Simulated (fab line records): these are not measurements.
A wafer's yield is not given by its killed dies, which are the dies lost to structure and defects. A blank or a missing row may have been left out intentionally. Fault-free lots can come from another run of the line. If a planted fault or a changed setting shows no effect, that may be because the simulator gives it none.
fab line records ; flow n5-finfet
record: lots: 9; wafers: 27; last-day: 19
route steps=1938 shown BEOL_M4@1111 BEOL_M15@1821 MIM_BOT_ETCH@1869 PASSIVATION@1916
lots that met no fault: from a run of the same line without faults
start-h: hours from the record's opening day to when the first of the lot's shown wafers began ; wait-h: how many hours have passed since the lot's step before this one ; " as in the row above ; L1.1+2: a row that stands for several wafers ; - no value present, or no start provided ; * or withheld: withheld ; < > ~ a bound
route shown NAME@n: names a module that has steps shown in the file, with the first one's number in the route ; usual: the fault-free wafers' mean and standard deviation ; same: alike in all rows ; chamber/n: place in a boat ; sites: each site's reading ; _std_site: their standard deviation ; _edge_site: mean of outer sites minus mean of inner sites ; radius-mm: for every site, how far away it sits from the centre of the wafer ; mask NAME#n: copy n ; behind: the tool/chamber that last shaped the wafer ; hold: what put the lot on hold/how long, in hours/how the hold closed ; device: names the non-switching transistor (n, p or np) ; end of line: the route-end tests of the same wafers ; a step with no rows: only its recipe ; killed: count of dies lost to structure and defects at first sort (not the wafer's yield) ; map: the dies of a wafer, with x for killed, . for not killed, _ for no die there
set.NAME: the setting as run; set.NAME@STEP: as run at that earlier step ; model.NAME: the simulator's own value behind a step, which no gauge read
one table for each step of the route and one row for each wafer, over a sample of lots
services: from which hour (start-h, from the record's first day; less than 0 if before it) a tool's chamber was out of use, for how many hours, and why
== steps ==
step: N5_BEOL_M4_RC_MEAS_101
usual: DIBL_N: 36.3/2.2; DIBL_P: 36.0/2.4; IOFF_N: 0.16/0.042; IOFF_P: 0.22/0.041; ION_N: 672/14; ION_P: 462/7.9; SS_N: 71.7/0.76; SS_P: 73.3/0.72; VT_N: 250/3.6; VT_P: -249/3
lot.wafer;tool;chamber;start-h;wait-h;DIBL_N[mV/V];DIBL_P[mV/V];IOFF_N[nA/um];IOFF_P[nA/um];ION_N[uA/um];ION_P[uA/um];SS_N[mV/dec];SS_P[mV/dec];VT_N[mV];VT_P[mV]
L101.1;prober-01;0;180.50;0.0;34.9;34.5;0.14;0.20;668;463;72.2;73.3;249;-248
L101.2;prober-01;0;180.50;0.0;34.7;34.2;0.14;0.20;670;463;71.0;73.2;249;-250
L101.5;prober-01;0;180.50;0.0;34.9;34.7;0.15;0.20;678;467;71.4;73.4;247;-246
L102.1;prober-02;0;191.97;0.0;37.0;38.2;0.18;0.25;675;465;72.0;74.1;248;-249
L102.3;prober-02;0;191.97;0.0;38.0;38.6;0.19;0.25;666;454;72.3;73.6;246;-251
L102.6;prober-02;0;191.97;0.0;37.0;37.7;0.17;0.24;676;470;72.0;73.1;247;-249
L105.2;prober-02;0;209.20;0.2;35.0;34.9;0.15;0.21;661;459;71.3;72.7;253;-249
L105.5;prober-02;0;209.20;0.2;35.1;34.7;0.15;0.21;672;462;70.9;73.5;251;-250
L105.6;prober-02;0;209.20;0.2;37.3;37.2;0.20;0.27;673;466;71.7;74.0;247;-247
L108.4;prober-02;0;222.45;0.7;37.8;35.5;0.18;0.22;675;464;72.2;73.7;250;-248
L108.5;prober-02;0;222.45;0.7;39.1;38.1;0.20;0.26;678;465;72.0;73.9;246;-249
L108.6;prober-02;0;222.45;0.7;39.7;37.4;0.20;0.23;680;461;72.5;73.3;249;-248
L117.3;prober-01;0;313.19;0.3;37.3;39.3;0.20;0.30;689;482;70.9;74.7;244;-241
L117.5;prober-01;0;313.19;0.3;38.0;39.8;0.21;0.31;692;476;72.5;74.0;245;-244
L117.6;prober-01;0;313.19;0.3;33.8;34.4;0.12;0.19;661;460;70.5;72.2;252;-249
L118.1;prober-02;0;316.38;0.0;36.8;37.1;0.18;0.24;679;464;72.0;73.5;247;-248
L118.4;prober-02;0;316.38;0.0;36.5;38.0;0.20;0.26;706;483;71.7;73.3;243;-245
L118.5;prober-02;0;316.38;0.0;36.3;37.4;0.18;0.23;692;467;71.8;73.1;248;-246
L120.2;prober-01;0;316.66;0.2;39.2;37.0;0.23;0.21;668;447;74.3;73.7;251;-253
L120.5;prober-01;0;316.66;0.2;38.6;38.2;0.20;0.22;685;460;72.2;73.6;249;-251
L120.6;prober-01;0;316.66;0.2;38.5;37.3;0.20;0.21;688;454;72.5;73.6;250;-250
L121.1;prober-02;0;333.91;0.0;36.6;36.4;0.15;0.18;655;445;72.2;73.0;253;-253
L121.3;prober-02;0;333.91;0.0;34.5;35.3;0.13;0.18;664;459;70.8;72.3;251;-255
L121.6;prober-02;0;333.91;0.0;33.8;34.7;0.11;0.16;657;453;70.8;72.7;255;-252
L119.2;prober-01;0;342.46;0.6;33.2;34.8;0.14;0.19;674;468;70.5;72.9;251;-251
L119.3;prober-01;0;342.46;0.6;34.1;35.7;0.15;0.19;685;470;71.1;72.8;249;-251
L119.6;prober-01;0;342.46;0.6;33.4;34.9;0.14;0.20;672;465;71.2;72.7;250;-250
step: N5_BEOL_M15_SPUTTER_45
recipe: material: Cu; target-thk-a: 1000; temp-c: -20; bias-v: 60; power-w: 26000; chamber-pressure-pa: 0.13; time-s: 16.67
usual: chuck-gas-flow-sccm: 1.26/0.06; substrate-temp-c: -20.00/0.1; throttle-valve-pct: 30.2/1.3
lot.wafer;tool;chamber;start-h;wait-h;chuck-gas-flow-sccm;substrate-temp-c;throttle-valve-pct
L101.1;pvd-sputter-02;-;264.32;0.0;1.15;-19.88;29.8
L101.2;pvd-sputter-02;-;264.32;0.0;1.43;-20.14;31.9
L101.5;pvd-sputter-02;-;264.32;0.0;1.24;-20.09;29.7
L102.1;pvd-sputter-01;-;272.89;0.0;1.17;-20.00;31.4
L102.3;pvd-sputter-01;-;272.89;0.0;1.18;-20.13;31.1
L102.6;pvd-sputter-01;-;272.89;0.0;1.17;-20.08;31.2
L105.2;pvd-sputter-03;-;288.68;0.0;1.28;-20.08;27.6
L105.5;pvd-sputter-03;-;288.68;0.0;1.31;-20.03;30.1
L105.6;pvd-sputter-03;-;288.68;0.0;1.33;-19.90;27.3
L108.4;pvd-sputter-02;-;307.29;0.0;1.20;-20.05;29.9
L108.5;pvd-sputter-02;-;307.29;0.0;1.20;-20.02;29.9
L108.6;pvd-sputter-02;-;307.29;0.0;1.28;-20.09;32.1
L117.3;pvd-sputter-03;-;406.52;0.0;1.25;-20.10;27.5
L117.5;pvd-sputter-03;-;406.52;0.0;1.23;-20.01;28.8
L117.6;pvd-sputter-03;-;406.52;0.0;1.24;-20.07;29.5
L118.1;pvd-sputter-01;-;414.56;0.0;1.20;-19.85;31.3
L118.4;pvd-sputter-01;-;414.56;0.0;1.22;-20.11;31.1
L118.5;pvd-sputter-01;-;414.56;0.0;1.31;-20.00;30.9
L120.2;pvd-sputter-02;-;419.57;0.0;1.27;-19.99;30.2
L120.5;pvd-sputter-02;-;419.57;0.0;1.20;-20.10;30.6
L120.6;pvd-sputter-02;-;419.57;0.0;1.14;-19.92;30.2
L121.1;pvd-sputter-02;-;444.00;0.0;1.21;-19.73;29.9
L121.3;pvd-sputter-02;-;444.00;0.0;1.25;-19.96;31.7
L121.6;pvd-sputter-02;-;444.00;0.0;1.32;-19.89;32.0
L119.2;pvd-sputter-02;-;448.66;0.0;1.22;-20.04;31.6
L119.3;pvd-sputter-02;-;448.66;0.0;1.19;-19.94;29.8
L119.6;pvd-sputter-02;-;448.66;0.0;1.25;-20.10;29.9
step: N5_MIM_BOT_ETCH_STRIP_01
recipe: chemistry: O2; power-w: 600; temp-c: 60; pressure-mtorr: 30; rf-frequency-hz: 6e+07; bias-power-w: 0; overash-fraction: 0.5; o2-flow-sccm: 225
usual: drypump-motor-current-A: 5.8/0.41; oes-product-au: 0.84/0.091; rf-vpp-V: 3.7/1.3; showerhead-plenum-p-Torr: 2.13/0.085; throttle-valve-pct: 16.58/0.28
lot.wafer;tool;chamber;start-h;wait-h;drypump-motor-current-A;oes-product-au;rf-hours-counter-h;rf-vpp-V;showerhead-plenum-p-Torr;throttle-valve-pct
L101.1;rie-diel-01;0;271.03;0.1;5.2;0.79;132;3.7;2.19;16.71
L101.2;rie-diel-01;3;271.03;0.1;5.7;0.89;42;5.2;2.22;16.83
L101.5;rie-diel-01;0;271.03;0.1;5.1;0.76;-;4.3;2.19;16.66
L102.1;rie-diel-01;0;281.10;0.1;5.2;0.77;135;3.5;2.19;16.73
L102.3;rie-diel-01;2;281.10;0.1;5.6;0.83;78;6.9;2.12;16.55
L102.6;rie-diel-01;3;281.10;0.1;5.7;0.85;-;3.5;2.22;16.93
L105.2;rie-diel-01;1;293.30;0.1;6.1;0.83;76;4.2;2.11;16.40
L105.5;rie-diel-01;2;293.30;0.1;5.6;0.84;-;3.0;2.12;16.57
L105.6;rie-diel-01;1;293.30;0.1;6.1;0.84;-;8.0;2.11;16.42
L108.4;rie-diel-03;3;314.91;0.4;5.1;0.68;-;4.0;1.98;17.06
L108.5;rie-diel-03;1;314.91;0.4;6.1;0.88;-;4.3;2.05;16.15
L108.6;rie-diel-03;3;314.91;0.4;5.2;0.67;-;1.5;1.98;17.05
L117.3;rie-diel-05;3;412.49;0.1;6.1;0.91;26;2.9;2.24;16.46
L117.5;rie-diel-05;2;412.49;0.1;6.2;0.95;-;3.5;2.16;16.56
L117.6;rie-diel-05;1;412.49;0.1;5.5;0.87;-;4.2;2.03;16.43
L118.1;rie-diel-01;0;422.01;0.2;5.1;0.73;179;0.9;2.17;16.78
L118.4;rie-diel-01;3;422.01;0.2;5.7;0.80;88;4.1;2.21;17.01
L118.5;rie-diel-01;1;422.01;0.2;6.1;0.79;-;4.5;2.10;16.50
L120.2;rie-diel-05;3;427.71;0.1;6.1;0.94;31;3.2;2.24;16.42
L120.5;rie-diel-05;1;427.71;0.1;5.5;0.85;-;1.9;2.03;16.46
L120.6;rie-diel-05;0;427.71;0.1;6.1;0.82;-;2.6;2.22;16.33
L121.1;rie-diel-03;0;451.26;0.1;6.2;0.87;38;2.4;2.14;16.65
L121.3;rie-diel-03;1;451.26;0.1;6.1;0.81;84;5.5;2.03;16.23
L121.6;rie-diel-03;2;451.26;0.1;5.2;0.84;-;2.8;2.05;16.73
L119.2;rie-diel-03;1;456.40;0.1;6.1;0.82;86;5.9;2.03;16.20
L119.3;rie-diel-03;2;456.40;0.1;5.2;0.82;77;5.6;2.05;16.76
L119.6;rie-diel-03;0;456.40;0.1;6.2;0.88;-;2.8;2.14;16.62
step: N5_PASSIVATION_PECVD_35
recipe: material: SiNx; target-thk-a: 7000; temp-c: 400; precursor: SiH4/NH3/N2; pressure-torr: 4.9; rf-w: 1406; time-s: 151.3
usual: heater-power-w: 391/110; run-length-s: 195.2/0.5; showerhead-plenum-p-Torr: 8.70/0.09; throttle-valve-pct: 29.4/2.3
lot.wafer;tool;chamber;start-h;wait-h;heater-power-w;run-length-s;showerhead-plenum-p-Torr;throttle-valve-pct
L101.1;pecvd-03;2;275.48;0.1;205;194.5;8.66;25.7
L101.2;pecvd-03;1;275.48;0.1;401;195.7;8.82;31.1
L101.5;pecvd-03;1;275.48;0.1;449;195.9;8.83;30.8
L102.1;pecvd-03;0;287.56;0.1;441;195.1;8.87;32.0
L102.3;pecvd-03;2;287.56;0.1;170;194.7;8.67;25.4
L102.6;pecvd-03;1;287.56;0.1;472;196.1;8.80;30.7
L105.2;pecvd-02;0;299.20;0.1;468;195.5;8.58;28.2
L105.5;pecvd-02;2;299.20;0.1;419;195.2;8.73;26.0
L105.6;pecvd-02;0;299.20;0.1;490;194.9;8.60;28.2
L108.4;pecvd-02;2;321.31;0.1;386;195.2;8.70;26.0
L108.5;pecvd-02;0;321.31;0.1;433;241.3;8.58;28.2
L108.6;pecvd-02;1;321.31;0.1;489;195.3;8.72;30.8
L117.3;pecvd-02;1;417.36;0.1;517;196.3;8.72;30.8
L117.5;pecvd-02;2;417.36;0.1;324;195.2;8.69;26.6
L117.6;pecvd-02;1;417.36;0.1;556;195.5;8.71;30.7
L118.1;pecvd-04;2;427.90;0.1;415;195.3;8.73;29.4
L118.4;pecvd-04;0;427.90;0.1;531;195.7;8.58;32.7
L118.5;pecvd-04;1;427.90;0.1;333;194.8;8.59;27.9
L120.2;pecvd-02;2;433.70;0.1;290;195.4;8.72;26.9
L120.5;pecvd-02;0;433.70;0.1;479;194.8;8.59;28.4
L120.6;pecvd-02;1;433.70;0.1;515;195.8;8.71;30.7
L121.1;pecvd-02;2;457.97;0.1;322;195.1;8.70;26.5
L121.3;pecvd-02;1;457.97;0.1;512;195.3;8.73;30.7
L121.6;pecvd-02;0;457.97;0.1;475;194.4;8.56;28.5
L119.2;pecvd-03;2;462.81;0.1;171;194.8;8.67;26.4
L119.3;pecvd-03;0;462.81;0.1;470;194.5;8.87;31.6
L119.6;pecvd-03;1;462.81;0.1;339;196.2;8.81;30.7
step: N5_PASSIVATION_STRIP_48
recipe: chemistry: O2; power-w: 600; temp-c: 60; pressure-mtorr: 30; rf-frequency-hz: 6e+07; bias-power-w: 0; overash-fraction: 0.5; o2-flow-sccm: 225
usual: drypump-motor-current-A: 5.7/0.4; oes-product-au: 0.82/0.091; rf-vpp-V: 3.7/2.4; showerhead-plenum-p-Torr: 2.13/0.08; throttle-valve-pct: 16.63/0.27
lot.wafer;tool;chamber;start-h;wait-h;drypump-motor-current-A;oes-product-au;rf-hours-counter-h;rf-vpp-V;showerhead-plenum-p-Torr;throttle-valve-pct
L101.1;rie-diel-05;0;276.68;0.1;6.1;0.89;18;0.6;2.23;16.33
L101.2;rie-diel-05;1;276.68;0.1;5.5;0.94;3;4.2;2.05;16.40
L101.5;rie-diel-05;0;276.68;0.1;6.1;0.86;-;2.0;2.23;16.24
L102.1;rie-diel-05;2;288.81;0.1;6.2;0.69;218;3.0;2.17;17.04
L102.3;rie-diel-05;3;288.81;0.1;6.1;0.69;246;2.2;1.99;16.77
L102.6;rie-diel-05;2;288.81;0.1;6.2;0.69;-;7.8;2.17;17.03
L105.2;rie-diel-01;0;300.38;0.1;5.2;0.76;141;1.0;2.18;16.72
L105.5;rie-diel-01;1;300.38;0.1;6.1;0.84;-;4.5;2.11;16.40
L105.6;rie-diel-01;2;300.38;0.1;5.5;0.84;-;3.2;2.12;16.58
L108.4;rie-diel-01;0;322.33;0.1;5.1;0.75;148;3.4;2.18;16.76
L108.5;rie-diel-01;3;322.33;0.1;5.7;0.83;-;4.3;2.22;16.92
L108.6;rie-diel-01;0;322.33;0.1;5.2;0.75;-;3.3;2.18;16.73
L117.3;rie-diel-01;3;418.57;0.1;5.7;0.79;86;2.3;2.21;17.05
L117.5;rie-diel-01;1;418.57;0.1;6.1;0.75;-;4.2;2.10;16.51
L117.6;rie-diel-01;2;418.57;0.1;5.6;0.80;-;2.6;2.11;16.67
L118.1;rie-diel-05;3;429.10;0.1;6.1;0.93;31;0;2.24;16.46
L118.4;rie-diel-05;1;429.10;0.1;5.5;0.85;50;2.5;2.03;16.46
L118.5;rie-diel-05;3;429.10;0.1;6.1;0.92;-;6.4;2.24;16.50
L120.2;rie-diel-05;0;435.19;0.1;6.1;0.85;72;0;2.21;16.36
L120.5;rie-diel-05;2;435.19;0.1;6.2;0.90;-;2.4;2.15;16.54
L120.6;rie-diel-05;3;435.19;0.1;6.1;0.92;-;1.6;2.24;16.46
L121.1;rie-diel-03;0;459.05;0.1;6.1;0.87;40;2.8;2.14;16.63
L121.3;rie-diel-03;1;459.05;0.1;6.1;0.81;87;1.9;2.03;16.20
L121.6;rie-diel-03;1;459.05;0.1;6.1;0.81;-;2.2;2.03;16.26
L119.2;rie-diel-01;3;464.01;0.1;5.6;0.79;102;4.7;2.20;16.97
L119.3;rie-diel-01;0;464.01;0.1;5.2;0.70;194;8.6;2.17;16.82
L119.6;rie-diel-01;2;464.01;0.1;5.5;0.74;-;3.0;2.10;16.65
step: N5_PASSIVATION_PROBE_49
usual: defect-limited-yield: 91.3/1.7; killed_at_M0_to_M3: 33/9.9; killed_at_M4_up: 14/6.4; killed-at-contacts: 12/7; killed-at-front-end: 41/13; killed-at-other: 3.1/2.9; killed-dies: 103/20; killed-on-rim: 13/4; killed-open: 67/14; killed-short: 34/9.4; sort_bin_5_function: 5.1/1.1; sort_bin_6_memory: 3.2/0.79; sort_bin_8_speed: 0.02/0.15; sort-n-pass: 1077/21; sort-yield-pct: 91.2/1.7
same: gross-dies: 1180; killed-at-back-side: 0; sort_bin_4_leakage[%]: 0
lot.wafer;tool;chamber;start-h;wait-h;defect-limited-yield[%];killed_at_M0_to_M3;killed_at_M4_up;killed-at-contacts;killed-at-front-end;killed-at-other;killed-dies;killed-on-rim;killed-open;killed-short;sort_bin_5_function[%];sort_bin_6_memory[%];sort_bin_8_speed[%];sort-n-pass;sort-yield-pct[%]
L105.2;prober-02;-;302.92;0.1;92.8;38;7;3;36;1;85;7;50;34;3.7;3.1;0;1095;92.8
L105.5;prober-02;-;303.07;0.2;91.3;33;14;5;50;1;103;20;67;36;5.2;3.2;0;1077;91.3
L105.6;prober-02;-;303.12;0.3;92.2;26;13;15;36;2;92;8;53;37;4.2;3.3;0;1088;92.2
L108.4;prober-02;-;324.97;0.2;91.4;40;10;19;31;1;101;12;56;45;5.1;3.3;0;1079;91.4
L108.5;prober-02;-;325.02;0.2;0;45;8;19;31;1077;1180;152;76;39;96.0;3.7;0;0;0
L108.6;prober-02;-;325.07;0.3;92.5;26;6;11;42;4;89;13;57;25;4.4;2.4;0;1091;92.5
L118.1;prober-01;-;431.59;0.0;93.2;25;12;7;33;3;80;11;57;23;3.4;3.0;0;1100;93.2
L118.4;prober-01;-;431.74;0.2;92.6;18;12;14;41;2;87;10;62;25;4.3;2.8;0;1093;92.6
L118.5;prober-01;-;431.79;0.2;91.4;33;20;11;35;2;101;11;76;25;4.7;3.6;0;1079;91.4
killed by level:class
L105.2 FIN_SAQP:geometric-particle:short=12 BEOL_M1:geometric-particle:open=10 BEOL_M3:geometric-particle:open=8 FIN_SAQP:geometric-particle:open=6 STI_FIN_REVEAL:geometric-particle:open=6 BEOL_M0_SAQP:geometric-particle:short=5 BEOL_M0_SAQP:geometric-particle:open=4 MOL_CONTACT_COAG:geometric-particle:open=3
L105.5 FIN_SAQP:geometric-particle:short=17 FIN_SAQP:geometric-particle:open=11 BEOL_M1:geometric-particle:open=10 BEOL_M2:geometric-particle:open=7 BEOL_M3:geometric-particle:open=6 STI_FIN_REVEAL:geometric-particle:open=5 BEOL_M4:geometric-particle:open=4 STARTING-WAFER:geometric-particle:open=4
L105.6 FIN_SAQP:geometric-particle:short=14 MOL_CONTACT_COAG:geometric-particle:open=12 BEOL_M3:geometric-particle:open=6 BEOL_M2:geometric-particle:open=6 BEOL_M6:geometric-particle:open=6 STI_FIN_REVEAL:geometric-particle:open=4 BEOL_M1:geometric-particle:open=4 BEOL_M0_SAQP:geometric-particle:short=3
L108.4 MOL_CONTACT_COAG:geometric-particle:open=14 BEOL_M0_SAQP:geometric-particle:short=13 BEOL_M0_SAQP:geometric-particle:open=9 BEOL_M2:geometric-particle:open=8 FIN_SAQP:geometric-particle:open=6 FIN_SAQP:geometric-particle:short=6 GATE_CUT:geometric-particle:short=6 MOL_CONTACT_COAG:geometric-particle:short=5
L108.5 PASSIVATION:area-pecvd=1065 MOL_CONTACT_COAG:geometric-particle:open=17 BEOL_M0_SAQP:geometric-particle:open=10 FIN_SAQP:geometric-particle:short=9 BEOL_M1:geometric-particle:open=9 BEOL_M2:geometric-particle:open=8 BEOL_M0_SAQP:geometric-particle:short=6 PASS1_DEP:geometric-particle:open=6
L108.6 FIN_SAQP:geometric-particle:open=10 MOL_CONTACT_COAG:geometric-particle:open=9 BEOL_M2:geometric-particle:open=7 HKMG_FIN:area-etch=7 BEOL_M3:geometric-particle:open=6 FIN_SAQP:geometric-particle:short=5 BEOL_M0_SAQP:geometric-particle:short=5 BEOL_M0_SAQP:geometric-particle:open=4
L118.1 STI_FIN_REVEAL:geometric-particle:open=9 BEOL_M4:geometric-particle:open=9 BEOL_M2:geometric-particle:open=8 MOL_CONTACT_COAG:geometric-particle:open=6 STARTING-WAFER:geometric-particle:short=5 GATE_CUT:geometric-particle:open=4 FIN_SAQP:geometric-particle:open=3 BEOL_M0:geometric-particle:open=3
L118.4 MOL_CONTACT_COAG:geometric-particle:open=11 STI_FIN_REVEAL:geometric-particle:open=10 DUMMY_GATE:geometric-particle:open=9 BEOL_M2:geometric-particle:open=6 GATE_CUT:geometric-particle:short=5 FIN_SAQP:geometric-particle:open=4 BEOL_M4:geometric-particle:open=4 STARTING-WAFER:geometric-particle:short=4
L118.5 BEOL_M4:geometric-particle:open=16 MOL_CONTACT_COAG:geometric-particle:open=11 BEOL_M1:geometric-particle:open=8 STI_FIN_REVEAL:geometric-particle:open=7 BEOL_M2:geometric-particle:open=7 FIN_SAQP:geometric-particle:open=6 FIN_SAQP:geometric-particle:short=4 DUMMY_GATE:geometric-particle:open=3
== services ==
tool;chamber;start-h;hours;kind
rie-diel-05;1;244.59;-;clean
rie-diel-05;1;244.59;-;consumable-replace:focus-ring
rie-diel-05;1;244.59;22.0;scheduled-down
rie-diel-05;1;244.59;22.0;vent-cycle
rie-diel-03;0;258.93;7.9;repair
rie-diel-03;1;266.71;8.6;repair
pvd-sputter-02;-;269.38;29.2;repair
rie-diel-03;1;289.50;8.2;repair
rie-diel-05;3;299.94;-;clean
rie-diel-05;3;299.94;-;consumable-replace:focus-ring
rie-diel-05;3;299.94;-;consumable-replace:showerhead
rie-diel-05;3;299.94;23.6;scheduled-down
rie-diel-05;1;308.63;4.9;repair
rie-diel-03;2;309.62;9.7;repair
rie-diel-05;1;329.31;1.2;repair
pvd-sputter-03;-;355.87;6.6;repair
pvd-sputter-02;-;394.55;4.0;repair
pecvd-03;-;410.66;1.0;repair
rie-diel-03;0;412.68;1.7;repair
rie-diel-03;-;415.85;0.5;repair
pecvd-02;0;416.82;2.1;repair
rie-diel-03;0;418.15;8.2;repair
pvd-sputter-02;-;431.01;1.0;repair
rie-diel-05;0;440.84;9.2;repair
== key ==
first-sign: step: N5_PASSIVATION_PECVD_35; reading: run-length-s; direction: up; sigmas: 93; usual: *; struck: *
effect: step: N5_PASSIVATION_PROBE_49; reading: killed-at-other; direction: up; sigmas: 99+; usual: 3.1; struck: 1077
more-kills-born-at: N5_PASSIVATION_PECVD_35@pecvd-02: 1065
met-at N5_PASSIVATION_PECVD_35
struck-lots L108
struck-wafers L108.5
later-rows-left-out L108.5
not-acting-at N5_BEOL_M15_SPUTTER_45,N5_MIM_BOT_ETCH_STRIP_01,N5_PASSIVATION_STRIP_48
onset-between 299.20 321.31
fault: kind: process-parameter-drift; tool: pecvd-02; chamber: 0; onset-h: 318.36; steps: N5_PASSIVATION_PECVD_35; channel: time-s; offset: *; shape: step; end-h: 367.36; acts-in: *; stated: *
later-rows-left-out: the simulator's readings of these wafers behind a module that went badly wrong aren't trusted and aren't shown, but for the sort
